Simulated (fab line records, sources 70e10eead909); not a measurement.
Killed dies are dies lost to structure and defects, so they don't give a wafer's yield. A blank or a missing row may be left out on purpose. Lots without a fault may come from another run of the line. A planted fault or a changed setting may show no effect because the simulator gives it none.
Struck lot and sound lot, side by side -- flow nand-harc -- 14 out of 1302 route steps
Sound: the wafers L870.2, L870.5, L870.6. Wafers struck: L887.1, L887.2, L887.3. The cause is named last.
For every step that has rows: the tool of each side, followed by ch and its chambers, followed by its first start. Under that, the readings that differ: sound wafers -- struck wafers -- difference of the means -- sigmas: that difference in standard deviations of wafers without a fault.
alike: words and numbers the same on both sides, and readings whose means are apart by under 2 such deviations; not compared: readings that were withheld, readings missing a value for some wafer, numbers with overlapping values and no deviation given by the record, and bounds like >300 which may hide the same value.
The two part at a step that has a row with sigmas, a row that says differs or no value, or rows on one side only. When numbers do not overlap yet have no deviation, they are printed without sigmas and do not part them. A reading missing from all wafers of one side parts the sides only when that side holds two or more wafers.

first, 7 steps without rows for these wafers: NHARC_A_STAIRCASE_COAT_211; NHARC_A_STAIRCASE_SOFTBAKE_212 (time 170 s); NHARC_A_STAIRCASE_EBR_213; NHARC_A_STAIRCASE_EXPOSE_214 (exposes mask STAIR 3); NHARC_A_STAIRCASE_PEB_215 (peb time 130 s); NHARC_A_STAIRCASE_DEVELOP_216 (time 140 s); NHARC_A_STAIRCASE_HARDBAKE_218 (time 140 s).
NHARC_A_STAIRCASE_DESCUM_219: chemistry O2, time 3 s.
  sound on rie-diel-07 ch 0,2,3, day 16 20:27; struck on rie-diel-06 ch 0,1,2, day 23 14:55
  alike: drypump-motor-current-A, oes-product-au, rf-vpp-V, showerhead-plenum-p-Torr, throttle-valve-pct
  not compared: rf-hours-counter-h
NHARC_A_STAIRCASE_TRIM_220: chemistry O2, time 211.2 s.
  sound on rie-diel-07 ch 2,3, day 16 20:32; struck on rie-diel-06 ch 1,2,3, day 23 15:01
reading,sound,struck,difference,sigmas
drypump-motor-current-A (A),5.3 5.3 5.3,6.6 5.7 5.9,+0.8,+2
  alike: oes-product-au, rf-vpp-V, showerhead-plenum-p-Torr, throttle-valve-pct
  not compared: rf-hours-counter-h
NHARC_A_STAIRCASE_ETCH_221: etches the open film in C4F8/O2, target depth 100 nm, time 40.5 s.
  sound on rie-diel-07 ch 0,1,2; struck on rie-diel-06 ch 0,1,3
  alike: oes-product-au, rf-fwd-power-W, rf-vpp-V
  not compared: rf-hours-counter-h
NHARC_A_STAIRCASE_TRIM_222: chemistry O2, time 211.2 s.
  sound on rie-diel-07 ch 0,1; struck on rie-diel-06 ch 1,2,3
  alike: drypump-motor-current-A, oes-product-au, rf-vpp-V, showerhead-plenum-p-Torr, throttle-valve-pct
  not compared: rf-hours-counter-h
NHARC_A_STAIRCASE_ETCH_223: etches the open film in C4F8/O2, target depth 100 nm, time 40.5 s.
  sound on rie-diel-07 ch 2,3, day 16 20:58; struck on rie-diel-06 ch 0,1,3, day 23 15:24
reading,sound,struck,difference,sigmas
oes-product-au (a.u.),0.945 0.936 0.938,1.159 1.147 1.131,+0.206,+17
rf-fwd-power-W (W),593 589 591,829 824 834,+238,+64
  alike: rf-vpp-V
  not compared: rf-hours-counter-h
NHARC_A_STAIRCASE_TRIM_224: chemistry O2, time 211.2 s.
  sound on rie-diel-07 ch 1,2; struck on rie-diel-06 ch 1,2,3
reading,sound,struck,difference,sigmas
drypump-motor-current-A (A),5.2 5.1 5.3,6.6 5.7 5.9,+0.9,+2
  alike: oes-product-au, rf-vpp-V, showerhead-plenum-p-Torr, throttle-valve-pct
  not compared: rf-hours-counter-h
-- the record jumps here: 8 days lie between the struck wafers' starts before and after (it left off in module A_STAIRCASE and takes up again in module END, whose first step shown is number 1302 of the route) --
NHARC_END_SORT_01:
  sound on prober-02 ch 0, day 25 04:28; struck on prober-01 ch 0, day 31 21:39
reading,sound,struck,difference,sigmas
killed-at-array,27 14 29,674 674 673,+650,+33
killed-dies,31 20 30,677 677 677,+650,+32
  alike: killed-at-other, killed-at-periphery, killed-open, killed-short

## WHERE THEY PART
Last at NHARC_END_SORT_01 as far as this record goes, first at NHARC_A_STAIRCASE_TRIM_220.

WHY: the cause the simulator had injected
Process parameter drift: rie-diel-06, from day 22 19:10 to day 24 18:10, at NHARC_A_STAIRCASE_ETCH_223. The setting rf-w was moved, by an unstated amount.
